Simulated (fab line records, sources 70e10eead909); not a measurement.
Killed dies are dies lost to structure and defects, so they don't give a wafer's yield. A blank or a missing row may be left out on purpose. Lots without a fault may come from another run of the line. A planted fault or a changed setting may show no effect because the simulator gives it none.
Chamber matching | flow nand_harc | NHARC_A_STAIRCASE_DESCUM_252 on rie_diel-06: 4 sister chambers
The step chemistry O2, time 3 s. 8 wafers are shown with their chamber, then 11 later ones without.

WAFERS WITH THEIR CHAMBER
wafer  | chamber | showerhead_plenum_p_Torr (Torr) | drypump_motor_current_A (A)
L079.1 | 2       | 1.84                            | 5.4
L080.5 | 1       | 1.89                            | 5.3
L084.1 | 1       | 1.89                            | 5.2
L084.6 | 3       | 1.94                            | 5.9
L086.1 | 3       | 1.94                            | 5.9
L086.3 | 0       | 2.04                            | 5.0
L086.4 | 2       | 1.83                            | 5.4
L088.1 | 0       | 2.04                            | 5.0

WAFERS WITHOUT THEIR CHAMBER
wafer  | showerhead_plenum_p_Torr (Torr) | drypump_motor_current_A (A)
L088.2 | 1.93                            | 5.9
L088.5 | 1.93                            | 5.9
L093.2 | 1.83                            | 5.4
L093.3 | 1.93                            | 5.9
L093.6 | 1.88                            | 5.3
L094.1 | 2.03                            | 5.0
L094.3 | 1.87                            | 5.3
L094.4 | 1.93                            | 5.9
L097.1 | 1.87                            | 5.3
L097.2 | 2.03                            | 5.0
L097.5 | 1.82                            | 5.4

WHICH CHAMBER EACH WENT THROUGH
wafer  | from the rows above | in truth
L088.2 | 3                   | 3
L088.5 | 3                   | 3
L093.2 | 2                   | 2
L093.3 | 3                   | 3
L093.6 | 1                   | 1
L094.1 | 0                   | 0
L094.3 | 1                   | 1
L094.4 | 3                   | 3
L097.1 | 1                   | 1
L097.2 | 0                   | 0
L097.5 | 2                   | 2
Placed correctly: 11 of 11. Can't be placed from these rows: 0. Placed wrongly: 0.
How it was worked out, from the rows above alone: a wafer's distance from a chamber is the root of the sum, over the readings, of the square of ((its reading less the chamber's mean) divided by the reading's scatter). The wafer belongs to the nearest chamber; if the next one is less than 2 further off, it can't be placed. A chamber's mean is the mean of its shown wafers. The scatter: the root of (the sum of the squares of (reading less its chamber's mean) over the shown wafers, divided by (wafers less chambers)).
